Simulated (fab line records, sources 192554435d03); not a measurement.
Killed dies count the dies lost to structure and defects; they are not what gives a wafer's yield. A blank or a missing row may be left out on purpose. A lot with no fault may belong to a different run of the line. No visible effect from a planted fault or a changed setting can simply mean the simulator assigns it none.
fab line records	flow n5-finfet
[record] lots = 11	wafers = 32	last-day = 21
route steps=1938 shown BEOL_M9@1458 BEOL_M10@1470 PASSIVATION@1936
lots that met no fault: taken from a fault-free run of the same line
start-h: the number of hours between the record's first day and the start of the first shown wafer of the lot	wait-h: time in hours since the lot's previous step	" identical to the entry in the row above	L1.1+2: one row covering several wafers at once	- either no value or no given start	* or withheld: withheld	< > ~ a bound
route shown NAME@n: NAME is a module with steps in the file, n the number in the route of the first one	usual: the fault-free wafers' mean and standard deviation	same: alike in all rows	chamber/n: place in a boat	sites: the reading at each site	_std_site: standard deviation of those values	_edge_site: outer sites' mean less inner sites'	radius-mm: how far each site lies from the wafer's centre	mask NAME#n: copy n	behind: tool/chamber where the wafer was last shaped	hold: what put the lot on hold/how long, in hours/how the hold closed	device: names the non-switching transistor (n, p or np)	end of line: the tests these same wafers got at the end of their route	step lacking rows: just its recipe	killed: dies that structure and defects cost at the first sort, which is not the same as the wafer's yield	map: per-die view of a wafer (x killed, . not killed, _ where there is no die)
set.NAME: the setting as run; set.NAME@STEP: as run at that earlier step	model.NAME: the simulator's own value behind a step, which no gauge read
route steps across a sampled set of lots; one table per step, one row per wafer
services: when a tool's chamber went out of use (start-h, in hours from the record's first day, below 0 if earlier), for how many hours, and the reason
[[steps]]
[step N5_BEOL_M9_ALD_74]
[recipe] material = TaN	target-thk-a = 20	temp-c = 275	ald-precursor-family = PDMAT	ald-co-reactant = NH3	pressure-torr = 3	carrier-flow-sccm = 1500	pulse-time-s = 2	purge-time-s = 3	co-reactant-purge-time-s = 2	co-reactant-pulse-time-s = 3	ald-cycles = 40	precursor-vessel-temp-c = 75	precursor-vessel-pressure-torr = 26.25	precursor-vessel-carrier-sccm = 1000
[usual] ald-cycles = 40/0	heater-power-w = 429/52	mfc-carrier-sccm = 1500/4.1	precursor-vessel-temp-c = 74.99/0.12
[same] pulse-time-s = 2
lot.wafer	tool	chamber	start-h	wait-h	ald-cycles	heater-power-w	mfc-carrier-sccm	precursor-vessel-temp-c
L403.2	ald-metal-03	1	304.52	0.0	40	509	1498	74.91
L403.3	"	3	"	"	40	471	1499	74.87
L403.5	"	1	"	"	40	505	1501	75.23
L405.4	ald-metal-04	0	334.36	0.0	40	421	1497	75.01
L405.5	"	2	"	"	40	410	1503	75.08
L405.6	"	1	"	"	40	367	1505	75.03
L412.2	ald-metal-03	0	358.52	0.0	40	447	1503	75.07
L412.3	"	2	"	"	40	403	1499	74.90
L412.4	"	0	"	"	40	455	1498	75.06
L410.1	ald-metal-04	2	371.86	0.0	40	405	1496	74.82
L410.4	"	1	"	"	40	383	1492	75.13
L410.5	"	3	"	"	40	370	1508	75.13
L409.2	ald-metal-03	2	374.26	0.0	40	398	1499	75.11
L409.3	"	1	"	"	40	519	1499	75.11
L409.6	"	1	"	"	40	507	1504	75.12
L411.2	ald-metal-02	0	385.66	0.3	40	475	1499	75.03
L411.3	"	3	"	"	40	391	1496	75.07
L411.4	"	2	"	"	40	356	1495	74.99
L414.2	ald-metal-04	1	401.72	0.0	40	366	1508	74.97
L414.5	"	1	"	"	40	365	1505	74.94
L414.6	"	2	"	"	40	420	1503	74.93
L418.2	ald-metal-04	1	411.71	0.0	40	366	1502	75.15
L418.3	"	2	"	"	67	411	1503	74.94
L419.2	ald-metal-02	2	436.34	0.0	40	371	1499	75.00
L419.3	"	3	"	"	40	385	1499	75.07
L419.6	"	0	"	"	40	485	1503	74.83
L421.1	ald-metal-02	2	437.51	0.1	40	365	1502	75.01
L421.2	"	0	"	"	40	480	1504	74.89
L421.6	"	2	"	"	40	364	1495	74.98
L423.4	ald-metal-03	3	443.78	0.1	40	472	1496	75.00
L423.5	"	2	"	"	40	407	1497	74.99
L423.6	"	3	"	"	40	466	1495	74.97
[step N5_BEOL_M9_SURFACE_TREAT_79]
[recipe] gas = Ar	time-s = *	ion-energy-ev = *	ion-current-ma-cm2 = 0.5	pressure-mtorr = *	ar-flow-sccm = 30
[usual] throttle-valve-pct = *
lot.wafer	tool	chamber	start-h	wait-h	throttle-valve-pct
L403.2	pvd-sputter-02	-	304.82	0.2	*
L403.3	"	-	"	"	*
L403.5	"	-	"	"	*
L405.4	pvd-sputter-01	-	334.67	0.2	*
L405.5	"	-	"	"	*
L405.6	"	-	"	"	*
L412.2	pvd-sputter-02	-	358.86	0.2	*
L412.3	"	-	"	"	*
L412.4	"	-	"	"	*
L410.1	pvd-sputter-01	-	373.50	1.5	*
L410.4	"	-	"	"	*
L410.5	"	-	"	"	*
L409.2	pvd-sputter-02	-	374.60	0.2	*
L409.3	"	-	"	"	*
L409.6	"	-	"	"	*
L411.2	pvd-sputter-03	-	387.62	1.8	*
L411.3	"	-	"	"	*
L411.4	"	-	"	"	*
L414.2	pvd-sputter-01	-	402.05	0.2	*
L414.5	"	-	"	"	*
L414.6	"	-	"	"	*
L418.2	pvd-sputter-03	-	412.44	0.6	*
L418.3	"	-	"	"	*
L419.2	pvd-sputter-02	-	436.65	0.2	*
L419.3	"	-	"	"	*
L419.6	"	-	"	"	*
L421.1	pvd-sputter-03	-	437.85	0.2	*
L421.2	"	-	"	"	*
L421.6	"	-	"	"	*
L423.4	pvd-sputter-02	-	444.16	0.2	*
L423.5	"	-	"	"	*
L423.6	"	-	"	"	*
[step N5_BEOL_M10_ILD_DEP_00]
[recipe] material = SiCOH_lowk	target-thk-a = 3085.1	temp-c = 300	precursor = DEMS/porogen	pressure-torr = 5	rf-w = 500	time-s = 58
[usual] heater-power-w = 332/39	rf-fwd-power-W = 495.7/2.1	showerhead-plenum-p-Torr = 5.736/0.015	throttle-valve-pct = 14.1/1.1
lot.wafer	tool	chamber	start-h	wait-h	heater-power-w	rf-fwd-power-W	showerhead-plenum-p-Torr	throttle-valve-pct
L403.2	pecvd-02	0	306.09	0.0	263	496.3	5.730	13.3
L403.3	"	2	"	"	383	499.3	5.715	13.0
L403.5	"	0	"	"	265	497.7	5.738	13.1
L405.4	pecvd-02	1	336.28	0.1	356	495.0	5.749	14.5
L405.5	"	2	"	"	373	496.9	5.721	13.0
L405.6	"	0	"	"	241	497.7	5.715	13.4
L412.2	pecvd-04	2	361.73	0.0	351	496.9	5.706	12.6
L412.3	"	1	"	"	334	494.8	5.751	16.2
L412.4	"	0	"	"	330	495.5	5.735	15.3
L410.1	pecvd-02	2	374.96	0.0	356	495.6	5.719	13.2
L410.4	"	1	"	"	349	495.0	5.747	14.3
L410.5	"	2	"	"	369	495.0	5.741	13.1
L409.2	pecvd-04	0	375.90	0.0	336	495.3	5.739	15.5
L409.3	"	1	"	"	307	494.0	5.741	15.8
L409.6	"	0	"	"	332	494.4	5.747	15.2
L411.2	pecvd-04	1	389.07	0.0	328	495.8	5.754	15.8
L411.3	"	2	"	"	355	495.4	5.715	12.9
L411.4	"	2	"	"	355	495.7	5.741	13.2
L414.2	pecvd-04	1	403.36	0.0	338	493.9	5.763	16.0
L414.5	"	2	"	"	341	496.5	5.720	13.2
L414.6	"	0	"	"	314	493.0	5.750	15.8
L418.2	pecvd-04	2	413.69	0.0	349	496.6	5.738	12.8
L418.3	"	2	"	"	363	500.1	5.732	13.0
L419.2	pecvd-02	0	437.91	0.0	256	496.5	5.747	13.1
L419.3	"	1	"	"	364	495.4	5.736	13.2
L419.6	"	1	"	"	371	498.0	5.731	13.2
L421.1	pecvd-03	2	439.08	0.0	359	491.6	5.725	13.5
L421.2	"	0	"	"	299	492.7	5.758	14.8
L421.6	"	0	"	"	294	493.9	5.752	14.9
L423.4	pecvd-03	2	445.50	0.1	359	492.7	5.731	13.1
L423.5	"	1	"	"	345	498.4	5.709	14.4
L423.6	"	0	"	"	296	493.4	5.759	14.8
[step N5_BEOL_M10_CURE_71]
[recipe] temp-c = 385	time-s = 240	ambient = He/Ar	material = SiCOH_lowk
[usual] lamp-power-pct = 52.32/0.059	wafer_temp_C_max = 386.7/0.5
lot.wafer	tool	chamber	start-h	wait-h	lamp-power-pct	wafer_temp_C_max
L403.2	uv-cure-03	2	306.31	0.2	52.38	387.2
L403.3	"	2	"	"	52.35	386.6
L403.5	"	2	"	"	52.27	386.7
L405.4	uv-cure-01	2	336.57	0.3	52.26	386.9
L405.5	"	2	"	"	52.28	386.9
L405.6	"	2	"	"	52.30	386.8
L412.2	uv-cure-02	2	364.92	3.2	52.38	386.9
L412.3	"	2	"	"	52.43	386.5
L412.4	"	2	"	"	52.31	386.1
L410.1	uv-cure-02	0	375.92	0.9	52.22	387.6
L410.4	"	0	"	"	52.44	387.5
L410.5	"	0	"	"	52.37	388.0
L409.2	uv-cure-02	1	376.48	0.6	52.37	386.8
L409.3	"	1	"	"	52.32	386.6
L409.6	"	1	"	"	52.33	386.9
L411.2	uv-cure-02	0	389.22	0.1	52.26	386.6
L411.3	"	0	"	"	52.35	388.4
L411.4	"	0	"	"	52.28	386.9
L414.2	uv-cure-03	1	403.98	0.6	52.32	386.0
L414.5	"	1	"	"	52.33	386.8
L414.6	"	1	"	"	52.32	386.2
L418.2	uv-cure-02	0	414.03	0.3	52.32	387.0
L418.3	"	0	"	"	52.39	387.0
L419.2	uv-cure-02	1	438.07	0.1	52.35	386.6
L419.3	"	1	"	"	52.33	386.2
L419.6	"	1	"	"	52.40	386.6
L421.1	uv-cure-02	0	439.25	0.1	52.34	387.6
L421.2	"	0	"	"	52.29	387.5
L421.6	"	0	"	"	52.37	386.8
L423.4	uv-cure-02	1	445.99	0.5	52.35	386.6
L423.5	"	1	"	"	52.25	386.5
L423.6	"	1	"	"	52.28	385.7
[step N5_PASSIVATION_PROBE_49]
[usual] defect-limited-yield = 90.9/1.6	killed_at_M0_to_M3 = 37/11	killed_at_M4_up = 15/5.6	killed-at-contacts = 13/6.4	killed-at-front-end = 39/11	killed-at-other = 4/3.1	killed-dies = 107/19	killed-open = 71/14	killed-short = 34/7.8	sort_bin_4_leakage = 0.01/0.053	sort_bin_5_function = 5.3/1	sort_bin_6_memory = 3.4/0.72	sort_bin_8_speed = 0.0/0.42	sort-n-pass = 1072/20	sort-yield-pct = 90.9/1.7
[same] gross-dies = 1180	killed-at-back-side = 0
lot.wafer	tool	chamber	start-h	wait-h	defect-limited-yield[%]	killed_at_M0_to_M3	killed_at_M4_up	killed-at-contacts	killed-at-front-end	killed-at-other	killed-dies	killed-open	killed-short	sort_bin_4_leakage[%]	sort_bin_5_function[%]	sort_bin_6_memory[%]	sort_bin_8_speed[%]	sort-n-pass	sort-yield-pct[%]
L405.4	prober-02	-	410.79	0.2	89.7	46	10	13	51	2	122	84	36	0	6.4	3.7	0	1058	89.7
L405.5	prober-02	-	410.84	0.2	89.9	44	13	13	48	1	119	82	35	0	5.3	4.4	0	1061	89.9
L405.6	prober-02	-	410.89	0.3	89.6	46	19	8	49	1	123	81	42	0	6.9	2.9	0	1057	89.6
L412.2	prober-02	-	429.19	0.1	91.3	15	26	19	38	5	103	73	26	0	4.7	3.7	0	1077	91.3
L412.3	prober-02	-	429.24	0.1	92.5	25	9	10	43	1	88	62	23	0	4.6	2.6	0	1092	92.5
L412.4	prober-02	-	429.29	0.2	88.6	35	32	13	52	2	134	95	37	0	7.4	3.6	0.2	1044	88.5
L409.2	prober-02	-	434.96	0.1	90.5	35	10	21	44	2	112	75	35	0	6.4	3.1	0.7	1060	89.8
L409.6	prober-02	-	435.16	0.3	93.3	26	16	9	24	4	79	41	36	0	3.7	2.5	0	1101	93.3
L410.1	prober-01	-	435.53	0.0	88.5	56	12	16	46	6	136	83	49	0	6.5	4.3	0	1044	88.5
L410.4	prober-01	-	435.68	0.2	91.1	33	14	10	41	7	105	62	39	0	5.4	3.2	0	1075	91.1
L410.5	prober-01	-	435.73	0.2	90.8	32	19	12	45	1	109	78	31	0	5.8	3.1	0	1071	90.8
L414.2	prober-02	-	469.07	0.1	92.3	28	9	5	49	0	91	72	18	0	4.1	3.1	0	1089	92.3
L414.5	prober-02	-	469.22	0.2	89.6	39	23	5	53	3	123	87	33	0	5.7	4.3	0	1057	89.6
L414.6	prober-02	-	469.27	0.3	91.7	35	14	4	38	7	98	65	30	0	4.7	3.2	0	1082	91.7
// killed by level:class
L405.4 BEOL_M2:geometric-particle:open=19 FIN_SAQP:geometric-particle:open=18 MOL_CONTACT_COAG:geometric-particle:open=12 FIN_SAQP:geometric-particle:short=10 BEOL_M0_SAQP:geometric-particle:short=8 BEOL_M0_SAQP:geometric-particle:open=6 BEOL_M1:geometric-particle:open=4 BEOL_M3:geometric-particle:open=4
L405.5 BEOL_M2:geometric-particle:open=24 FIN_SAQP:geometric-particle:open=13 MOL_CONTACT_COAG:geometric-particle:open=9 BEOL_M4:geometric-particle:open=9 GATE_CUT:geometric-particle:short=6 DUMMY_GATE:geometric-particle:open=5 STARTING-WAFER:geometric-particle:open=5 FIN_SAQP:geometric-particle:short=4
L405.6 FIN_SAQP:geometric-particle:open=18 BEOL_M0_SAQP:geometric-particle:open=14 BEOL_M2:geometric-particle:open=13 GATE_CUT:geometric-particle:short=8 FIN_SAQP:geometric-particle:short=7 BEOL_M4:geometric-particle:open=7 BEOL_M0_SAQP:geometric-particle:short=6 BEOL_M4:geometric-particle:short=6
L412.2 FIN_SAQP:geometric-particle:open=18 MOL_CONTACT_COAG:geometric-particle:open=16 BEOL_M4:geometric-particle:open=16 FIN_SAQP:geometric-particle:short=9 STI_FIN_REVEAL:geometric-particle:open=4 MOL_CONTACT_COAG:geometric-particle:short=3 SD_EPI_N:coat-microbubble-printed=2 GATE_CUT:geometric-particle:short=2
L412.3 FIN_SAQP:geometric-particle:open=14 MOL_CONTACT_COAG:geometric-particle:open=10 BEOL_M3:geometric-particle:open=10 STI_FIN_REVEAL:geometric-particle:open=9 GATE_CUT:geometric-particle:short=7 FIN_SAQP:geometric-particle:short=4 BEOL_M4:geometric-particle:open=4 BEOL_M0:geometric-particle:short=3
L412.4 BEOL_M4:geometric-particle:open=19 FIN_SAQP:geometric-particle:open=17 MOL_CONTACT_COAG:geometric-particle:open=13 BEOL_M3:geometric-particle:open=11 FIN_SAQP:geometric-particle:short=8 STI_FIN_REVEAL:geometric-particle:open=8 BEOL_M2:geometric-particle:open=7 BEOL_M3:geometric-particle:short=5
L409.2 MOL_CONTACT_COAG:geometric-particle:open=16 DUMMY_GATE:geometric-particle:open=9 BEOL_M0_SAQP:geometric-particle:open=9 FIN_SAQP:geometric-particle:open=8 BEOL_M0_SAQP:geometric-particle:short=8 FIN_SAQP:geometric-particle:short=7 STI_FIN_REVEAL:geometric-particle:open=7 BEOL_M2:geometric-particle:open=7
L409.6 MOL_CONTACT_COAG:geometric-particle:open=7 BEOL_M4:geometric-particle:open=7 FIN_SAQP:geometric-particle:short=6 GATE_CUT:geometric-particle:short=6 BEOL_M2:geometric-particle:open=6 BEOL_M3:geometric-particle:open=5 BEOL_M2:geometric-particle:short=4 BEOL_M0_SAQP:geometric-particle:short=4
L410.1 MOL_CONTACT_COAG:geometric-particle:open=14 BEOL_M2:geometric-particle:open=14 FIN_SAQP:geometric-particle:short=13 BEOL_M3:geometric-particle:open=11 FIN_SAQP:geometric-particle:open=10 BEOL_M0_SAQP:geometric-particle:short=8 BEOL_M0_SAQP:geometric-particle:open=8 STI_FIN_REVEAL:geometric-particle:open=7
L410.4 FIN_SAQP:geometric-particle:short=15 MOL_CONTACT_COAG:geometric-particle:open=8 BEOL_M0_SAQP:geometric-particle:open=8 BEOL_M2:geometric-particle:open=8 FIN_SAQP:geometric-particle:open=6 BEOL_M0:geometric-particle:short=5 BEOL_M4:geometric-particle:open=5 BEOL_M5:geometric-particle:open=5
L410.5 STI_FIN_REVEAL:geometric-particle:open=19 BEOL_M2:geometric-particle:open=18 FIN_SAQP:geometric-particle:short=10 MOL_CONTACT_COAG:geometric-particle:open=10 BEOL_M4:geometric-particle:open=9 BEOL_M0_SAQP:geometric-particle:short=5 FIN_SAQP:geometric-particle:open=4 STI_FIN_REVEAL:geometric-particle:short=4
L414.2 STI_FIN_REVEAL:geometric-particle:open=15 BEOL_M3:geometric-particle:open=13 DUMMY_GATE:geometric-particle:open=8 FIN_SAQP:geometric-particle:open=6 MOL_CONTACT_COAG:geometric-particle:open=5 BEOL_M1:geometric-particle:open=5 BEOL_M4:geometric-particle:open=5 DUMMY_GATE:geometric-particle:short=4
L414.5 BEOL_M4:geometric-particle:open=17 FIN_SAQP:geometric-particle:open=14 BEOL_M3:geometric-particle:open=12 BEOL_M1:geometric-particle:open=10 STI_FIN_REVEAL:geometric-particle:open=8 FIN_SAQP:geometric-particle:short=7 GATE_CUT:geometric-particle:short=5 DUMMY_GATE:geometric-particle:open=5
L414.6 STI_FIN_REVEAL:geometric-particle:open=9 BEOL_M1:geometric-particle:open=9 DUMMY_GATE:geometric-particle:open=8 BEOL_M4:geometric-particle:open=7 FIN_SAQP:geometric-particle:short=6 BEOL_M3:geometric-particle:open=6 BEOL_M0_SAQP:geometric-particle:open=5 BEOL_M2:geometric-particle:open=4
[[services]]
tool	chamber	start-h	hours	kind
pecvd-03	-	281.93	0.7	repair
uv-cure-01	-	289.06	5.0	pm
ald-metal-04	-	301.79	2.8	pm
uv-cure-03	-	328.24	1.5	repair
uv-cure-01	-	331.90	0.9	repair
pecvd-04	1	338.79	16.5	scheduled-down
uv-cure-03	-	347.32	28.1	pm
ald-metal-03	3	350.28	25.4	repair
pecvd-03	1	352.44	2.7	repair
ald-metal-03	-	363.07	0.6	repair
pecvd-03	2	366.94	2.1	scheduled-down
ald-metal-04	-	381.72	4.3	pm
pecvd-02	1	383.62	-	clean
pecvd-02	1	383.62	-	consumable-replace:showerhead
pecvd-02	1	383.62	29.0	scheduled-down
pecvd-02	1	383.62	29.0	vent-cycle
ald-metal-04	3	388.97	17.6	repair
pecvd-02	2	391.50	18.6	repair
pecvd-04	1	412.96	2.1	scheduled-down
ald-metal-02	-	414.41	6.0	pm
pecvd-02	1	429.91	5.5	scheduled-down
pecvd-04	2	430.21	5.5	scheduled-down
pecvd-03	-	434.29	2.4	repair
uv-cure-03	-	443.36	1.0	pm
[[key]]
[first-sign] step = N5_BEOL_M9_ALD_74	reading = ald-cycles	direction = up	sigmas = 99+	usual = *	struck = *
effect none on later readings
met-at N5_BEOL_M9_ALD_74
struck-lots L418
struck-wafers L418.3
not-acting-at N5_BEOL_M9_SURFACE_TREAT_79,N5_BEOL_M10_ILD_DEP_00,N5_BEOL_M10_CURE_71
onset-between 401.72 411.71
[earlier-fault] kind = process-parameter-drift	tool = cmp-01	chamber = 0	onset-h = 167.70	steps = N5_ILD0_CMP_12	channel = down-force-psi	offset = 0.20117	shape = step	acts-in = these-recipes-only	stated = 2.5
[fault] kind = process-parameter-drift	tool = ald-metal-04	chamber = 2	onset-h = 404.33	steps = N5_BEOL_M9_ALD_74	channel = ald-cycles	offset = *	shape = step	acts-in = *	stated = *
